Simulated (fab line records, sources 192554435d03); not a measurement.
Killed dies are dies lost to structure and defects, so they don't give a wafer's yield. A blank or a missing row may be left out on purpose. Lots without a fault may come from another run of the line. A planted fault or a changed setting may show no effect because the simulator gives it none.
Split-lot experiment | flow n5_finfet | 7 lots, 21 wafers read, on a route of 1938 steps

THE SPLIT
At N5_FIN_SAQP_FIN_ETCH_36 (etches the open film in HBr/Cl2/O2, target depth 120 nm, time 50.4 s), the setting icp_w was moved away from the recipe's 800 W on 7 of the 21 wafers read, by -10.5% to +12.9%. The other wafers ran this setting at the recipe's value.

FROM THE SPLIT TO THE READING: what the file shows between them, 3 steps
- N5_FIN_SAQP_PRECLEAN_38: cleans in O3/DIW, time 45 s
- N5_FIN_SAQP_PRECLEAN_45: cleans in dHF, time 10 s
- N5_FIN_SAQP_SRD_39: time 30 s

THE READING
trench_depth_nm, in nm, at N5_FIN_SAQP_OCD_MEAS_76. Fault-free wafers of this fab line usually give 120.7 nm, standard deviation 1.4 nm.

wafer  | tool, chamber at the split | icp_w as run, W | against the recipe | trench_depth_nm, nm | against lot-mates on the recipe
L075.1 | rie_si-06, 3               | 903.3           | +12.9%             | 126.9               | +6.6
L075.2 | rie_si-06, 0               | 800             | recipe             | 120.3               | -
L075.3 | rie_si-06, 2               | 903.3           | +12.9%             | 127.3               | +7.0
L076.2 | rie_si-06, 3               | 800             | recipe             | 120.7               | -
L076.3 | rie_si-06, 1               | 889.1           | +11.1%             | 125.9               | +6.3
L076.6 | rie_si-06, 1               | 800             | recipe             | 118.5               | -
L077.1 | rie_si-01, 3               | 800             | recipe             | 122.2               | -
L077.5 | rie_si-01, 2               | 800             | recipe             | 123.1               | -
L077.6 | rie_si-01, 3               | 800             | recipe             | 121.7               | -
L080.1 | rie_si-03, 2               | 800             | recipe             | 119.0               | -
L080.3 | rie_si-03, 3               | 800             | recipe             | 119.8               | -
L080.6 | rie_si-03, 0               | 800             | recipe             | 120.3               | -
L081.4 | rie_si-06, 0               | 800             | recipe             | 119.9               | -
L081.5 | rie_si-06, 0               | 800             | recipe             | 120.1               | -
L081.6 | rie_si-06, 3               | 800             | recipe             | 120.0               | -
L084.1 | rie_si-01, 1               | 859.5           | +7.4%              | 124.0               | no lot-mate on the recipe
L084.5 | rie_si-01, 3               | 859.5           | +7.4%              | 125.3               | no lot-mate on the recipe
L084.6 | rie_si-01, 0               | 859.5           | +7.4%              | 125.2               | no lot-mate on the recipe
L092.2 | rie_si-03, 2               | 800             | recipe             | 117.4               | -
L092.3 | rie_si-03, 3               | 800             | recipe             | 119.6               | -
L092.4 | rie_si-03, 0               | 715.7           | -10.5%             | 114.8               | -3.7

THE FIT
A straight line over all 21 wafers: trench_depth_nm changes by +0.543 nm for each +1% of icp_w; r = +0.93; the points scatter about the line by 1.3 nm.
The same after taking each lot's own level away (the mean of its wafers on the recipe; 18 wafers): +0.493 nm for each +1%; r = +0.96; scatter 0.77 nm.
On that fit, the largest move of icp_w shifts the reading by 6.4 nm.
The lots' own levels span 118.50 to 122.33 nm, that is 2.7 times the standard deviation above.
So the lot-to-lot level changes the slope: the two fits differ.
Check: with one of the wafers moved furthest among these (+12.9%) left out of the fit, the line predicts +6.51 nm for it against its lot-mates. It came out at +6.6 nm against them.

OTHER SPLITS ON THESE WAFERS
These wafers also went through other splits before the reading. Each is held against what the fit with the lots' levels taken away leaves over:
other split on the same wafers | wafers away from the commonest value | r with trench_depth_nm (lot level and that fit taken away)
N5_ZERO_LAYER_PECVD_02 time_s  | 10                                   | -0.38
N5_ZERO_LAYER_COAT_05 spin_rpm | 4                                    | +0.13
N5_ZERO_LAYER_ETCH_18 icp_w    | 6                                    | -0.04
N5_WELL_APT_PEB_06 peb_temp_c  | 7                                    | +0.47

THE WHOLE CHAIN: every reading that the file lists as answering this split, in the file's order
step                    | what it does                                                         | reading                                                                    | change (the file's fit)               | r (the file's)
N5_FIN_SAQP_FIN_ETCH_36 | etches the open film in HBr/Cl2/O2, target depth 120 nm, time 50.4 s | etch.depth_nm (the simulator's own value, which no gauge read)             | +0.486 nm for each +1% of the setting | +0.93
N5_FIN_SAQP_FIN_ETCH_36 | etches the open film in HBr/Cl2/O2, target depth 120 nm, time 50.4 s | FIN_SAQP.feature_depth_nm (the simulator's own value, which no gauge read) | +0.49 nm for each +1% of the setting  | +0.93
N5_FIN_SAQP_OCD_MEAS_76 |                                                                      | trench_depth_nm                                                            | +0.492 nm for each +1% of the setting | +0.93

THE FILE'S OWN FIT
trench_depth_nm changes by +0.492 nm for each +1% of icp_w, r = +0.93.
